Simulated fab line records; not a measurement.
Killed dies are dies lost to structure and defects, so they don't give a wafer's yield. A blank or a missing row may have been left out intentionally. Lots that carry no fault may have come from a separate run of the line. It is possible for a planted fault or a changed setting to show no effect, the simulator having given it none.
Matching of chambers    flow nandHarc    aldMetal-01 running NHARC_A_BLC_ALD_23: 4 sister chambers
The step deposits TiN, target thk 3 nm, pulse time 1 s, ald cycles 150. 4 wafers are shown with their chamber, then 7 later ones without.

WAFERS PAIRED WITH THEIR CHAMBERS
wafer   chamber  heaterPowerW (W)
L084.2  2        1021
L085.6  3        964
L090.1  0        1080
L090.2  1        1094

WAFERS WITH NO CHAMBER GIVEN
wafer   heaterPowerW (W)
L090.3  990
L095.1  990
L095.4  1057
L095.5  1048
L097.1  1060
L097.3  990
L097.4  1096

WHICH CHAMBER EACH ONE RAN IN
wafer   from the rows above           in truth
L090.3  can't be placed: 3 or 2       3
L095.1  can't be placed: 3 or 2       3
L095.4  can't be placed: 0 or 2 or 1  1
L095.5  can't be placed: 2 or 0 or 1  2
L097.1  can't be placed: 0 or 1 or 2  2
L097.3  can't be placed: 3 or 2       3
L097.4  can't be placed: 1 or 0       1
Correctly placed: 0 of 7. Unplaceable from these rows: 7, with the true chamber sitting among the candidates in 7. 0 placed wrongly.
How it was worked out, from the rows above alone: a wafer's distance from a chamber is the root of the sum, over the readings, of the square of ((its reading less the chamber's mean) divided by the reading's scatter). If the next closest chamber is less than 2 further off than the closest, the wafer can't be placed; otherwise it belongs to the closest. A chamber's mean is the mean of its shown wafers. The scatter: with one shown wafer a chamber, the root of the mean of the squares of how far each hidden wafer lies from its nearest shown one.
